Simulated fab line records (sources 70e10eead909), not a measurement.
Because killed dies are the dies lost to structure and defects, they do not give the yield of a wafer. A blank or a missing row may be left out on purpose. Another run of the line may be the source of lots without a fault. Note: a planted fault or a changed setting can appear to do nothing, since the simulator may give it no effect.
Problem report, 8D (eight disciplines) form, completed by code    flow nand harc    the parts of the form that need people (team, actions taken, sign-off) are left out

== 1. PROBLEM STATEMENT ==
Mean of raw defect count at NHARC_A_SIN_REMOVE_INSPECT_04: 1070 across 2 wafers in 2 lots; on wafers with no fault it is 371 (standard deviation 90). That puts it +7.8 standard deviations away from the usual mean.
Seen first at day 28 05:41 on defect inspect-01, wafer L928.6. Wafers with a number at this step in the record: 33, from 11 lots. Rule for "out", or "out of limits": more than 4 standard deviations from the usual mean. All remaining wafers that have a number are taken as sound.

== 2. WHAT IT IS; WHAT IT IS NOT ==
question                     is                                    is not
which readings at this step  raw defect count                      -
which lots                   L928, L932                            L911, L912, L913, L916, L917, L919, L920, L922, L934
which wafers of those lots   L928.6, L932.1                        L928.2, L928.5, L932.2, L932.3
read on which gauges         defect inspect-01, defect inspect-02  -
when                         from day 28 05:41                     up to then (26 sound wafers); but 5 sound wafers of L932, L934 came after

== 3. SUSPECTS, AND WHAT RULES EACH OUT ==
Counting: any tool at a process step up to the reading remains a suspect provided it ran every lot that is out. Sound lots after the first of them don't rule it out here, since some wafers of a struck lot are sound.
- ruled out: the gauge at NHARC_A_SIN_REMOVE_INSPECT_04. The wafers that are out were read on 2 gauges (defect inspect-01, defect inspect-02).
- rie diel-05 at NHARC_A_SLIT_ETCH_15 (etches the open film in O2/COS, target depth 6200 nm, time 1612 s): kept. It ran every lot that is out, first L928 (day 27 18:32); its last sound lot up to then is L922 (day 24 17:20). With no start given for some of its lots, NHARC_A_SLIT_ETCH_15 uses the hours and lot order of NHARC_A_SLIT_ETCH_17.
- har etch-01 at NHARC_A_SLIT_ETCH_17 (etches the open film in C4F8/O2/Ar, time 4254.5 s, target depth 20300 nm): kept. It ran every lot that is out, first L928 (day 27 18:32); its last sound lot up to then is L920 (day 24 06:53).
- At NHARC_A_SLIT_ETCH_17 on har etch-01, chamber 0 took the sound wafers of the same lots and chamber 1 took the wafers that are out.
What counting leaves: rie diel-05 at NHARC_A_SLIT_ETCH_15 and har etch-01 at NHARC_A_SLIT_ETCH_17.

== 4. THE CAUSE (what the simulator had put in) ==
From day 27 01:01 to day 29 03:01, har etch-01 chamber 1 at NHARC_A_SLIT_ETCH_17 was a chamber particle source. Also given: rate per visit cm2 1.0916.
2 suspects survive the count, and this tool is in that group.

== 5. SEQUENCE OF EFFECTS, ordered by route ==
One row per reading whose mean, taken over the struck wafers that have a number, lies over 3 standard deviations from the usual. Only readings whose record carries a usual standard deviation are examined. hours: median over the lots of the time between each lot's start at the first step of this table that gives one and its start at this step. sigmas: the change, counted in usual standard deviations.
hours  step                           reading           usual  on struck wafers  change  sigmas
0      NHARC_A_SIN_REMOVE_INSPECT_04  raw defect count  371    1070              +698    +7.8
97     NHARC_END_SORT_01              killed at array   49     120               +71     +3.9
97     NHARC_END_SORT_01              killed dies       54     122               +68     +3.8

== 6. HOW IT WOULD HAVE BEEN CAUGHT EARLIER ==
The first out-of-limits reading at a measuring or inspecting step in this record came at day 28 05:41, 29 hours after the fault's start at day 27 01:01.
No tool reading at NHARC_A_SLIT_ETCH_17 that has a usual standard deviation in the record was out on any struck wafer, so an alarm limit of 4 standard deviations on those readings would not have fired.
L932, from the lots that are out (2), started NHARC_A_SLIT_ETCH_17 on har etch-01 later than day 28 05:41. Putting the tool on hold at that point would have spared it.
